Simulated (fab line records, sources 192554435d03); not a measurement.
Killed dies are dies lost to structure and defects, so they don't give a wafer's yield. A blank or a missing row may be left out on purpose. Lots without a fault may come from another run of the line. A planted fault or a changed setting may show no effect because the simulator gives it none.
fab line records | flow n5_finfet | part 1 of 2: steps 1 to 26 of 37
record lots=5 wafers=15 last_day=16
route steps=1938 shown BEOL_M0@727 BEOL_M1@751
lots that met no fault: from a run of the same line without faults
start_h: hours from the record's first day to the start of the lot's first wafer shown | wait_h: hours since the lot's step before | " the same as in the row above | L1.1+2: a row that stands for several wafers | - no value, or no start given | * or withheld: withheld | < > ~ a bound
route shown NAME@n: a module of which the file shows steps, and the number in the route of the first | usual: mean/standard deviation of fault-free wafers | same: alike in all rows | chamber/n: place in a boat | sites: the reading at each site | _std_site: their standard deviation | _edge_site: outer sites' mean less inner sites' | radius_mm: how far each site lies from the wafer's centre | mask NAME#n: copy n | behind: the tool/chamber that last shaped the wafer | hold: why the lot was held/for how many hours/how that ended | device: the transistor (n, p or np) that didn't switch | end of line: the same wafers' tests at the end of the route | a step without rows: its recipe alone | killed: dies lost to structure and defects at the first sort, not the wafer's yield | map: a wafer's dies, x killed, . not, _ none there
set.NAME: the setting as run; set.NAME@STEP: as run at that earlier step | model.NAME: the simulator's own value behind a step, which no gauge read
lots at some steps of the route; a table a step, a row a wafer
services: from which hour (start_h, from the record's first day; less than 0 if before it) a tool's chamber was out of use, for how many hours, and why
## steps
# step N5_BEOL_M0_STRIP_139
# recipe chemistry=post_etch_residue_remover time_s=60 temp_c=25 remover_ph=withheld remover_water_wt_pct=withheld remover_fluoride_wt_pct=withheld
# columns lot.wafer tool chamber start_h wait_h
L078.4+5+6 wet_bench-02 2,3,1 140.87 0.1
L080.1+4+5 wet_bench-02 4,5,3 148.85 0.1
L086.3+5+6 wet_bench-03 7,1,4 195.89 0.1
L085.1+2+6 wet_bench-03 4,7,5 195.96 0.1
L092.3+4+6 wet_bench-02 6,0,7 224.77 0.1
# step N5_BEOL_M0_SRD_111
# recipe time_s=30 temp_c=23 rinse_liquid=diw dry=ipa_marangoni
# columns lot.wafer tool chamber start_h wait_h
L078.4+5+6 wet_bench-02 2,3,1 140.89 0.0
L080.1+4+5 wet_bench-02 4,5,3 148.87 0.0
L086.3+5+6 wet_bench-03 7,1,4 195.93 0.0
L085.1+2+6 wet_bench-03 4,7,5 196.00 0.0
L092.3+4+6 wet_bench-02 6,0,7 224.79 0.0
# step N5_BEOL_M0_DEGAS_112
# recipe ambient=vacuum temp_c=250 time_s=60
# usual heater_power_w=330/25
# columns lot.wafer tool chamber start_h wait_h heater_power_w
L078.4 pvd_sputter-03 - 141.35 0.4 321
L078.5 " - " " 327
L078.6 " - " " 317
L080.1 pvd_sputter-02 - 149.44 0.6 358
L080.4 " - " " 322
L080.5 " - " " 365
L086.3 pvd_sputter-03 - 196.41 0.4 299
L086.5 " - " " 285
L086.6 " - " " 298
L085.1 pvd_sputter-02 - 196.44 0.4 317
L085.2 " - " " 358
L085.6 " - " " 354
L092.3 pvd_sputter-01 - 225.06 0.2 347
L092.4 " - " " 296
L092.6 " - " " 305
# step N5_BEOL_M0_PRE_CLEAN_113
# recipe gas=H2/He time_s=30 temp_c=250
# usual heater_power_w=329/25
# columns lot.wafer tool chamber start_h wait_h heater_power_w
L078.4 pvd_sputter-03 - 141.39 0.0 313
L078.5 " - " " 334
L078.6 " - " " 317
L080.1 pvd_sputter-02 - 149.48 0.0 356
L080.4 " - " " 320
L080.5 " - " " 360
L086.3 pvd_sputter-03 - 196.45 0.0 294
L086.5 " - " " 284
L086.6 " - " " 296
L085.1 pvd_sputter-02 - 196.48 0.0 313
L085.2 " - " " 361
L085.6 " - " " 355
L092.3 pvd_sputter-01 - 225.10 0.0 340
L092.4 " - " " 307
L092.6 " - " " 302
# step N5_BEOL_M0_ALD_136
# recipe material=TaN target_thk_a=* temp_c=275 ald_precursor_family=PDMAT ald_co_reactant=NH3 pressure_torr=3 carrier_flow_sccm=1500 pulse_time_s=2 purge_time_s=3 co_reactant_purge_time_s=2 co_reactant_pulse_time_s=3 ald_cycles=30 precursor_vessel_temp_c=75 precursor_vessel_pressure_torr=26.25 precursor_vessel_carrier_sccm=1000
# usual heater_power_w=407/37
# columns lot.wafer tool chamber start_h wait_h heater_power_w
L078.4 ald_metal-01 3 141.56 0.1 472
L078.5 " 2 " " 379
L078.6 " 0 " " 409
L080.1 ald_metal-03 1 149.54 0.0 396
L080.4 " 2 " " 409
L080.5 " 0 " " 336
L086.3 ald_metal-03 2 196.51 0.0 424
L086.5 " 0 " " 335
L086.6 " 3 " " 418
L085.1 ald_metal-02 0 196.67 0.2 439
L085.2 " 3 " " 425
L085.6 " 0 " " 443
L092.3 ald_metal-03 3 225.16 0.0 419
L092.4 " 0 " " 343
L092.6 " 0 " " 329
# step N5_BEOL_M0_SURFACE_TREAT_137
# recipe gas=Ar time_s=* ion_energy_ev=* ion_current_ma_cm2=0.5 pressure_mtorr=* ar_flow_sccm=30
# usual throttle_valve_pct=*
# columns lot.wafer tool chamber start_h wait_h throttle_valve_pct
L078.4 pvd_sputter-02 - 141.80 0.1 *
L078.5 " - " " *
L078.6 " - " " *
L080.1 pvd_sputter-02 - 149.76 0.1 *
L080.4 " - " " *
L080.5 " - " " *
L086.3 pvd_sputter-01 - 196.86 0.2 *
L086.5 " - " " *
L086.6 " - " " *
L085.1 pvd_sputter-03 - 197.01 0.2 *
L085.2 " - " " *
L085.6 " - " " *
L092.3 pvd_sputter-01 - 225.38 0.1 *
L092.4 " - " " *
L092.6 " - " " *
# step N5_BEOL_M0_CVD_115
# recipe material=Co target_thk_a=* temp_c=withheld precursor=CCTBA/H2 pressure_torr=30 time_s=120
# columns lot.wafer tool chamber start_h wait_h
L078.4+5+6 cvd_co-02 2,0,1 142.13 0.3
L080.1+4+5 cvd_co-02 2,0,2 149.82 0.0
L086.3+5+6 cvd_co-01 1,0,1 197.10 0.2
L085.1+2+6 cvd_co-02 2,1,2 197.26 0.2
L092.3+4+6 cvd_co-01 1,0,1 225.44 0.0
# step N5_BEOL_M0_SPUTTER_116
# recipe material=Cu target_thk_a=40 temp_c=-20 chamber_pressure_pa=0.07 power_w=withheld time_s=7.37
# usual throttle_valve_pct=29.8/0.96
# columns lot.wafer tool chamber start_h wait_h throttle_valve_pct
L078.4 pvd_sputter-01 - 143.26 1.1 29.8
L078.5 " - " " 30.3
L078.6 " - " " 29.4
L080.1 pvd_sputter-01 - 149.98 0.1 30.0
L080.4 " - " " 29.4
L080.5 " - " " 29.3
L086.3 pvd_sputter-03 - 197.26 0.1 29.2
L086.5 " - " " 31.7
L086.6 " - " " 29.2
L085.1 pvd_sputter-03 - 197.70 0.4 28.6
L085.2 " - " " 31.5
L085.6 " - " " 28.7
L092.3 pvd_sputter-01 - 225.57 0.1 29.9
L092.4 " - " " 28.2
L092.6 " - " " 27.9
# step N5_BEOL_M0_ANNEAL_117
# recipe temp_c=400 time_s=60 ambient=vacuum
# usual heater_power_w=820/66
# columns lot.wafer tool chamber start_h wait_h heater_power_w
L078.4 pvd_sputter-01 - 143.34 0.0 913
L078.5 " - " " 886
L078.6 " - " " 795
L080.1 pvd_sputter-01 - 150.06 0.0 735
L080.4 " - " " 779
L080.5 " - " " 769
L086.3 pvd_sputter-03 - 197.34 0.0 708
L086.5 " - " " 840
L086.6 " - " " 826
L085.1 pvd_sputter-03 - 197.78 0.0 739
L085.2 " - " " 820
L085.6 " - " " 734
L092.3 pvd_sputter-01 - 225.65 0.0 887
L092.4 " - " " 850
L092.6 " - " " 867
# step N5_BEOL_M0_SPUTTER_132
# recipe material=Cu target_thk_a=40 temp_c=-20 chamber_pressure_pa=0.07 power_w=withheld time_s=7.37
# usual throttle_valve_pct=29.8/0.94
# columns lot.wafer tool chamber start_h wait_h throttle_valve_pct
L078.4 pvd_sputter-01 - 143.38 0.0 30.1
L078.5 " - " " 30.1
L078.6 " - " " 29.4
L080.1 pvd_sputter-01 - 150.10 0.0 30.0
L080.4 " - " " 29.4
L080.5 " - " " 29.4
L086.3 pvd_sputter-03 - 197.38 0.0 29.4
L086.5 " - " " 31.5
L086.6 " - " " 29.1
L085.1 pvd_sputter-03 - 197.82 0.0 28.7
L085.2 " - " " 31.4
L085.6 " - " " 29.0
L092.3 pvd_sputter-01 - 225.69 0.0 30.1
L092.4 " - " " 28.1
L092.6 " - " " 28.1
# step N5_BEOL_M0_ANNEAL_133
# recipe temp_c=400 time_s=60 ambient=vacuum
# usual heater_power_w=820/65
# columns lot.wafer tool chamber start_h wait_h heater_power_w
L078.4 pvd_sputter-01 - 143.46 0.0 895
L078.5 " - " " 887
L078.6 " - " " 771
L080.1 pvd_sputter-01 - 150.18 0.0 735
L080.4 " - " " 770
L080.5 " - " " 813
L086.3 pvd_sputter-03 - 197.46 0.0 683
L086.5 " - " " 823
L086.6 " - " " 817
L085.1 pvd_sputter-03 - 197.90 0.0 741
L085.2 " - " " 847
L085.6 " - " " 759
L092.3 pvd_sputter-01 - 225.77 0.0 891
L092.4 " - " " 872
L092.6 " - " " 835
# step N5_BEOL_M0_SPUTTER_134
# recipe material=Cu target_thk_a=40 temp_c=-20 chamber_pressure_pa=0.07 power_w=withheld time_s=7.37
# usual throttle_valve_pct=29.8/0.94
# columns lot.wafer tool chamber start_h wait_h throttle_valve_pct
L078.4 pvd_sputter-01 - 143.50 0.0 29.9
L078.5 " - " " 30.2
L078.6 " - " " 29.4
L080.1 pvd_sputter-01 - 150.22 0.0 29.6
L080.4 " - " " 29.5
L080.5 " - " " 29.2
L086.3 pvd_sputter-03 - 197.50 0.0 29.5
L086.5 " - " " 31.6
L086.6 " - " " 29.1
L085.1 pvd_sputter-03 - 197.94 0.0 28.9
L085.2 " - " " 31.6
L085.6 " - " " 29.0
L092.3 pvd_sputter-01 - 225.81 0.0 30.1
L092.4 " - " " 28.2
L092.6 " - " " 27.9
# step N5_BEOL_M0_ANNEAL_135
# recipe temp_c=400 time_s=60 ambient=vacuum
# usual heater_power_w=818/63
# columns lot.wafer tool chamber start_h wait_h heater_power_w
L078.4 pvd_sputter-01 - 143.58 0.0 886
L078.5 " - " " 903
L078.6 " - " " 785
L080.1 pvd_sputter-01 - 150.30 0.0 753
L080.4 " - " " 784
L080.5 " - " " 788
L086.3 pvd_sputter-03 - 197.58 0.0 704
L086.5 " - " " 837
L086.6 " - " " 793
L085.1 pvd_sputter-03 - 198.02 0.0 736
L085.2 " - " " 836
L085.6 " - " " 758
L092.3 pvd_sputter-01 - 225.89 0.0 896
L092.4 " - " " 857
L092.6 " - " " 844
# step N5_BEOL_M0_SPUTTER_141
# recipe material=Cu target_thk_a=40 temp_c=-20 chamber_pressure_pa=0.07 power_w=withheld time_s=7.37
# usual throttle_valve_pct=29.8/0.92
# columns lot.wafer tool chamber start_h wait_h throttle_valve_pct
L078.4 pvd_sputter-01 - 143.62 0.0 30.2
L078.5 " - " " 30.2
L078.6 " - " " 29.2
L080.1 pvd_sputter-01 - 150.34 0.0 29.8
L080.4 " - " " 29.6
L080.5 " - " " 29.2
L086.3 pvd_sputter-03 - 197.62 0.0 29.5
L086.5 " - " " 31.4
L086.6 " - " " 28.9
L085.1 pvd_sputter-03 - 198.06 0.0 29.0
L085.2 " - " " 31.4
L085.6 " - " " 28.9
L092.3 pvd_sputter-01 - 225.93 0.0 30.2
L092.4 " - " " 27.9
L092.6 " - " " 28.3
# step N5_BEOL_M0_ECD_118
# recipe material=Cu target_thk_a=3000
# columns lot.wafer tool chamber start_h wait_h
L078.4+5+6 ecd_cu-02 0,0,1 143.76 0.1
L080.1+4+5 ecd_cu-02 1,0,1 150.46 0.1
L086.3+5+6 ecd_cu-01 0,1,0 197.76 0.1
L085.1+2+6 ecd_cu-02 0,1,1 198.18 0.1
L092.3+4+6 ecd_cu-02 1,0,1 226.07 0.1
# step N5_BEOL_M0_ANNEAL_119
# recipe temp_c=225 time_s=90 ambient=N2
# usual wafer_temp_C_max=226.08/0.28
# columns lot.wafer tool chamber start_h wait_h wafer_temp_C_max
L078.4 rtp_anneal-01 0 143.95 0.2 225.73
L078.5 " 0 " " 225.99
L078.6 " 0 " " 225.56
L080.1 rtp_anneal-01 0 150.54 0.1 226.10
L080.4 " 0 " " 226.07
L080.5 " 0 " " 226.07
L086.3 rtp_anneal-02 0 198.10 0.3 226.20
L086.5 " 0 " " 226.06
L086.6 " 0 " " 226.29
L085.1 rtp_anneal-01 0 198.26 0.1 226.54
L085.2 " 0 " " 226.18
L085.6 " 0 " " 226.11
L092.3 rtp_anneal-02 0 226.22 0.1 226.39
L092.4 " 0 " " 225.77
L092.6 " 0 " " 226.37
# step N5_BEOL_M0_CMP_120
# recipe stop_on=SiOC t_overpolish_s=6.9 down_force_psi=1 platen_rpm=50 clearing_platen_down_force_psi=1.5 clearing_platen_rpm=50 post_cmp_clean=cu_alkaline clearing_platen_pad_velocity_m_s=0.99484 pad_velocity_m_s=0.99484
# usual barrier_field_endpoint_s=3.71/0.15 motor_current_A=6.5/0.74 overpolish_run_s=6.898/0.0091 slurry_filter_dp_kPa=13.52/0.13 time_to_endpoint_s=62/3.3
# columns lot.wafer tool chamber start_h wait_h barrier_field_endpoint_s motor_current_A overpolish_run_s slurry_filter_dp_kPa time_to_endpoint_s
L078.4 cmp-03 2 144.19 0.2 3.80 5.4 6.909 13.33 61
L078.5 " 0 " " 3.70 7.4 6.918 13.58 64
L078.6 " 1 " " 3.84 6.3 6.910 13.67 61
L080.4 cmp-02 1 150.87 0.2 3.54 6.5 6.904 13.53 62
L080.1 " 3 " " 3.70 7.0 6.903 13.60 65
L080.5 " 0 " " 3.63 6.8 6.894 13.64 62
L086.3 cmp-03 2 198.31 0.2 3.56 5.4 6.899 13.65 58
L086.5 " 2 " " 3.70 5.4 6.898 13.54 61
L086.6 " 3 " " 3.64 7.5 6.887 13.34 64
L085.1 cmp-02 2 198.57 0.3 3.60 6.2 6.908 13.38 57
L085.2 " 3 " " 3.70 6.2 6.886 13.53 66
L085.6 " 2 " " 3.59 6.1 6.903 13.45 57
L092.3 cmp-04 1 226.57 0.3 3.74 7.4 6.911 13.53 62
L092.4 " 2 " " 4.16 7.4 6.896 13.20 62
L092.6 " 0 " " 3.81 5.7 6.899 13.39 62
# step N5_BEOL_M0_PRE_CLEAN_131
# recipe gas=NH3/H2 time_s=15 temp_c=* rf_power_w=300
# usual heater_power_w=78/13
# columns lot.wafer tool chamber start_h wait_h heater_power_w
L078.4 cvd_co-02 2 144.56 0.1 84
L078.5 " 1 " " 77
L078.6 " 0 " " 74
L080.1 cvd_co-02 0 151.37 0.0 76
L080.4 " 1 " " 78
L080.5 " 0 " " 75
L086.3 cvd_co-02 0 198.64 0.0 75
L086.5 " 2 " " 84
L086.6 " 1 " " 78
L085.1 cvd_co-01 1 198.90 0.0 67
L085.2 " 0 " " 64
L085.6 " 1 " " 66
L092.3 cvd_co-02 2 226.86 0.0 85
L092.4 " 1 " " 77
L092.6 " 0 " " 76
# step N5_BEOL_M0_CO_CAP_123
# recipe material=Co target_thk_a=20 temp_c=200 precursor=CCTBA/H2 pressure_torr=30 time_s=102.1
# usual heater_power_w=228/16
# columns lot.wafer tool chamber start_h wait_h heater_power_w
L078.4 cvd_co-02 2 144.61 0.0 232
L078.5 " 1 " " 222
L078.6 " 0 " " 221
L080.1 cvd_co-02 0 151.41 0.0 225
L080.4 " 1 " " 222
L080.5 " 0 " " 223
L086.3 cvd_co-02 0 198.68 0.0 225
L086.5 " 2 " " 234
L086.6 " 1 " " 227
L085.1 cvd_co-01 1 198.96 0.0 215
L085.2 " 0 " " 211
L085.6 " 1 " " 217
L092.3 cvd_co-02 2 226.90 0.0 237
L092.4 " 1 " " 225
L092.6 " 0 " " 228
# step N5_BEOL_M0_PRE_CLEAN_124
# recipe gas=NH3 time_s=15 temp_c=withheld rf_power_w=300
# columns lot.wafer tool chamber start_h wait_h
L078.4+5+6 pecvd-02 0,2,1 144.68 0.0
L080.1+4+5 pecvd-04 2,0,2 151.50 0.1
L086.3+5+6 pecvd-03 0,0,2 198.77 0.1
L085.1+2+6 pecvd-02 2,0,2 199.09 0.1
L092.3+4+6 pecvd-04 1,2,0 227.00 0.1
# step N5_BEOL_M0_DEP_125
# recipe material=SiCN target_thk_a=80 temp_c=withheld precursor=3MS/NH3 pressure_torr=3 rf_w=202 time_s=14
# usual showerhead_plenum_p_Torr=3.662/0.013 throttle_valve_pct=8.8/0.35
# columns lot.wafer tool chamber start_h wait_h showerhead_plenum_p_Torr throttle_valve_pct
L078.4 pecvd-02 0 144.71 0.0 3.672 8.5
L078.5 " 2 " " 3.659 9.3
L078.6 " 1 " " 3.666 9.1
L080.1 pecvd-04 2 151.53 0.0 3.674 8.4
L080.4 " 0 " " 3.647 9.4
L080.5 " 2 " " 3.666 8.7
L086.3 pecvd-03 0 198.79 0.0 3.662 9.1
L086.5 " 0 " " 3.657 9.1
L086.6 " 2 " " 3.643 8.6
L085.1 pecvd-02 2 199.12 0.0 3.659 9.2
L085.2 " 0 " " 3.667 8.6
L085.6 " 2 " " 3.664 9.4
L092.3 pecvd-04 1 227.02 0.0 3.686 9.2
L092.4 " 2 " " 3.662 8.7
L092.6 " 0 " " 3.644 9.3
# step N5_BEOL_M0_RS_MEAS_126
# recipe thk_meas_gauge=four-point-probe reads=Co_of_BEOL_M0_CO_CAP_123+Cu_of_BEOL_M0_ECD_118+Co_of_BEOL_M0_CVD_115+TaN_of_BEOL_M0_ALD_136
# usual M0_RS=0.537/0.019
# columns lot.wafer tool chamber start_h wait_h M0_RS[ohm/sq]
L078.4 film_metro-02 - 144.94 0.2 0.521
L078.5 " - " " 0.518
L078.6 " - " " 0.531
L080.1 film_metro-02 - 151.60 0.0 0.533
L080.4 " - " " 0.538
L080.5 " - " " 0.538
L086.3 film_metro-02 - 198.87 0.1 0.527
L086.5 " - " " 0.541
L086.6 " - " " 0.526
L085.1 film_metro-02 - 199.18 0.0 0.570
L085.2 " - " " 0.536
L085.6 " - " " 0.562
L092.3 film_metro-01 - 227.09 0.1 0.543
L092.4 " - " " 0.514
L092.6 " - " " 0.544
# step N5_BEOL_M0_INSPECT_127
# recipe inspect_instrument=darkfield mode=post_dep
# usual raw_defect_count=75/22
# columns lot.wafer tool chamber start_h wait_h raw_defect_count
L078.4 defect_inspect-02 - 144.97 0.0 58
L078.5 " - " " 80
L078.6 " - " " 75
L080.1 defect_inspect-02 - 151.62 0.0 70
L080.4 " - " " 53
L080.5 " - " " 44
L086.3 defect_inspect-01 - 198.89 0.0 54
L086.5 " - " " 48
L086.6 " - " " 47
L085.1 defect_inspect-01 - 199.21 0.0 60
L085.2 " - " " 67
L085.6 " - " " 64
L092.3 defect_inspect-02 - 227.12 0.0 125
L092.4 " - " " 98
L092.6 " - " " 124
# step N5_BEOL_M1_ILD_DEP_00
# recipe material=SiOC target_thk_a=790 temp_c=350 precursor=DEMS/O2 pressure_torr=5 rf_w=500 time_s=15.3
# usual heater_power_w=470/73 showerhead_plenum_p_Torr=5.691/0.016 throttle_valve_pct=11.8/0.45
# columns lot.wafer tool chamber start_h wait_h heater_power_w showerhead_plenum_p_Torr throttle_valve_pct
L078.4 pecvd-04 0 145.02 0.1 401 5.684 12.0
L078.5 " 2 " " 597 5.700 11.1
L078.6 " 1 " " 405 5.719 11.6
L080.1 pecvd-01 1 151.66 0.0 573 5.691 12.5
L080.4 " 1 " " 572 5.678 12.4
L080.5 " 2 " " 482 5.699 11.5
L086.3 pecvd-03 2 198.93 0.0 416 5.669 11.2
L086.5 " 2 " " 420 5.657 11.0
L086.6 " 0 " " 485 5.678 11.7
L085.1 pecvd-03 1 199.24 0.0 582 5.709 12.4
L085.2 " 0 " " 487 5.675 11.8
L085.6 " 1 " " 584 5.679 12.2
L092.3 pecvd-01 2 227.15 0.0 478 5.707 11.6
L092.4 " 1 " " 560 5.672 12.2
L092.6 " 2 " " 477 5.698 11.6
# step N5_BEOL_M1_THK_MEAS_01
# recipe reads=SiOC_of_BEOL_M1_ILD_DEP_00
# usual M1_ILD_THK=79.3/1.1
# columns lot.wafer tool chamber start_h wait_h M1_ILD_THK[nm]
L078.4 film_metro-02 - 145.07 0.0 79.0
L078.5 " - " " 80.1
L078.6 " - " " 80.0
L080.1 film_metro-02 - 151.74 0.1 80.2
L080.4 " - " " 82.2
L080.5 " - " " 80.4
L086.3 film_metro-01 - 199.00 0.1 78.8
L086.5 " - " " 79.9
L086.6 " - " " 79.6
L085.1 film_metro-01 - 199.31 0.0 78.1
L085.2 " - " " 76.7
L085.6 " - " " 78.4
L092.3 film_metro-02 - 227.22 0.1 78.0
L092.4 " - " " 80.6
L092.6 " - " " 79.2
# step N5_BEOL_M1_PECVD_72
# recipe material=SiO2 target_thk_a=160 temp_c=400 precursor=TEOS/O2 pressure_torr=5.5 rf_w=450 teos_flow_sccm=53.8 gas=O2 flow_sccm=3000 time_s=18
# usual heater_power_w=691/100 showerhead_plenum_p_Torr=8.77/0.065 throttle_valve_pct=22.0/0.77
# columns lot.wafer tool chamber start_h wait_h heater_power_w showerhead_plenum_p_Torr throttle_valve_pct
L078.4 pecvd-03 0 145.12 0.1 636 8.76 22.2
L078.5 " 1 " " 819 8.78 22.5
L078.6 " 2 " " 553 8.69 20.4
L080.1 pecvd-04 2 151.78 0.0 777 8.83 21.0
L080.4 " 1 " " 630 8.89 21.9
L080.5 " 0 " " 662 8.67 22.5
L086.3 pecvd-04 0 199.03 0.0 579 8.68 22.7
L086.5 " 0 " " 605 8.74 22.4
L086.6 " 2 " " 802 8.77 21.2
L085.1 pecvd-04 1 199.35 0.0 585 8.88 21.8
L085.2 " 0 " " 619 8.69 22.5
L085.6 " 2 " " 876 8.80 21.3
L092.3 pecvd-04 2 227.26 0.0 839 8.80 21.0
L092.4 " 1 " " 597 8.87 21.8
L092.6 " 2 " " 867 8.79 21.5
